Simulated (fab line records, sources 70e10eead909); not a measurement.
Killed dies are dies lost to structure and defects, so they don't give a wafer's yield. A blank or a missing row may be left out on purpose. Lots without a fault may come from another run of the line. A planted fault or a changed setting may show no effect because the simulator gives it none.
Which tool did it? | flow nand_harc | 24 lots, 72 wafers sampled, at 2 steps of a route of 1302

WHAT THE GAUGES READ, wafer by wafer
NHARC_A_M1_CD_MEAS_16. Usual: cd_nm 120.1 nm, standard deviation 0.8.
lot  | measured     | on        | cd_nm (nm)        | flag
L074 | day 22 18:02 | cd_sem-01 | 120.2 119.6 120.2 |
L076 | day 23 01:13 | cd_sem-02 | 119.4 118.4 119.4 |
L075 | day 23 14:18 | cd_sem-03 | 119.0 118.9 119.8 |
L077 | day 24 00:07 | cd_sem-01 | 120.7 120.5 120.2 |
L078 | day 24 00:44 | cd_sem-01 | 120.8 119.9 120.4 |
L079 | day 24 07:09 | cd_sem-02 | 119.5 121.3 120.9 |
L081 | day 25 22:16 | cd_sem-01 | 120.2 120.3 119.1 |
L080 | day 26 10:48 | cd_sem-02 | 120.6 121.6 121.3 |
L083 | day 26 17:21 | cd_sem-02 | 121.0 120.4 121.0 |
L082 | day 26 19:26 | cd_sem-01 | 121.0 120.6 120.0 |
L084 | day 26 22:42 | cd_sem-03 | 120.6 120.2 120.7 |
L085 | day 27 13:20 | cd_sem-02 | 119.9 120.5 121.2 |
L086 | day 28 02:32 | cd_sem-01 | 122.0 121.5 120.9 |
L087 | day 28 04:05 | cd_sem-02 | 120.9 121.7 122.3 |
L088 | day 28 20:19 | cd_sem-02 | 119.8 119.1 119.2 |
L089 | day 29 00:43 | cd_sem-03 | 119.8 120.2 119.7 |
L091 | day 29 06:01 | cd_sem-01 | 120.3 119.4 120.3 |
L090 | day 29 20:52 | cd_sem-02 | 119.0 120.7 119.7 |
L092 | day 30 08:20 | cd_sem-01 | 118.6 120.9 120.2 |
L093 | day 30 21:08 | cd_sem-01 | 119.3 119.7 119.4 |
L094 | day 32 01:09 | cd_sem-01 | 119.5 119.3 119.3 |
L096 | day 32 06:11 | cd_sem-01 | 120.6 120.4 121.1 |
L097 | day 32 07:03 | cd_sem-01 | 120.6 120.2 119.9 |
L095 | day 32 09:11 | cd_sem-01 | 119.4 120.4 119.8 |

WHICH TOOL RAN EACH LOT (tool, then ch and the chambers of the sampled wafers, then the start)
lot  | NHARC_A_M0_PVD_21
L074 | pvd_sputter-03, day 22 18:02 or earlier
L076 | pvd_sputter-03, day 23 01:13 or earlier
L075 | pvd_sputter-03, day 23 14:18 or earlier
L077 | pvd_sputter-01, day 24 00:07 or earlier
L078 | pvd_sputter-03, day 24 00:44 or earlier
L079 | pvd_sputter-01, day 24 07:09 or earlier
L081 | pvd_sputter-01, day 25 22:16 or earlier
L080 | pvd_sputter-01, day 26 10:48 or earlier
L083 | pvd_sputter-02, day 26 17:21 or earlier
L082 | pvd_sputter-03, day 26 19:26 or earlier
L084 | pvd_sputter-02, day 26 22:42 or earlier
L085 | pvd_sputter-02, day 27 13:20 or earlier
L086 | pvd_sputter-01, day 28 02:32 or earlier
L087 | pvd_sputter-03, day 28 04:05 or earlier
L088 | pvd_sputter-02, day 28 20:19 or earlier
L089 | pvd_sputter-03, day 29 00:43 or earlier
L091 | pvd_sputter-02, day 29 06:01 or earlier
L090 | pvd_sputter-02, day 29 20:52 or earlier
L092 | pvd_sputter-03, day 30 08:20 or earlier
L093 | pvd_sputter-02, day 30 21:08 or earlier
L094 | pvd_sputter-03, day 32 01:09 or earlier
L096 | pvd_sputter-01, day 32 06:11 or earlier
L097 | pvd_sputter-03, day 32 07:03 or earlier
L095 | pvd_sputter-03, day 32 09:11 or earlier
- NHARC_A_M0_PVD_21: deposits Cu, target thk 30 nm, time 20.49 s.

WHAT THE TOOLS THEMSELVES READ (means of the sampled wafers that have a number; where no wafer has one, the mark that the record gives instead)
NHARC_A_M0_PVD_21. Usual: throttle_valve_pct 30.0 %, standard deviation 0.9.
lot  | tool           | throttle_valve_pct (%) | flag
L074 | pvd_sputter-03 | 31.0                   |
L076 | pvd_sputter-03 | 30.3                   |
L075 | pvd_sputter-03 | 31.0                   |
L077 | pvd_sputter-01 | 29.9                   |
L078 | pvd_sputter-03 | 30.3                   |
L079 | pvd_sputter-01 | 29.8                   |
L081 | pvd_sputter-01 | 29.1                   |
L080 | pvd_sputter-01 | 29.1                   |
L083 | pvd_sputter-02 | 29.4                   |
L082 | pvd_sputter-03 | 30.3                   |
L084 | pvd_sputter-02 | 28.6                   |
L085 | pvd_sputter-02 | 29.6                   |
L086 | pvd_sputter-01 | 29.2                   |
L087 | pvd_sputter-03 | 30.8                   |
L088 | pvd_sputter-02 | 30.1                   |
L089 | pvd_sputter-03 | 30.9                   |
L091 | pvd_sputter-02 | 29.7                   |
L090 | pvd_sputter-02 | 29.8                   |
L092 | pvd_sputter-03 | 30.4                   |
L093 | pvd_sputter-02 | 30.1                   |
L094 | pvd_sputter-03 | 29.8                   |
L096 | pvd_sputter-01 | 29.9                   |
L097 | pvd_sputter-03 | 29.8                   |
L095 | pvd_sputter-03 | 30.1                   |

THE ANSWER, worked out from the rows above alone
Rule: a lot is off if the mean of its wafers that have a number lies more than 3 standard deviations from the usual mean. A lot without any number at a reading at which 4 lots or more have one is off too. The other lots that the step has rows for count as sound. The gauges are gone through in route order, then the tools' own readings, and for those a lot's mean is taken as printed above. The first step at which some lot is off is used, and at that step the reading that is off furthest; a lot without a number counts as furthest.
No lot is off at any reading shown: from this, nothing can be told.

WHAT THE SIMULATOR HAD PUT IN
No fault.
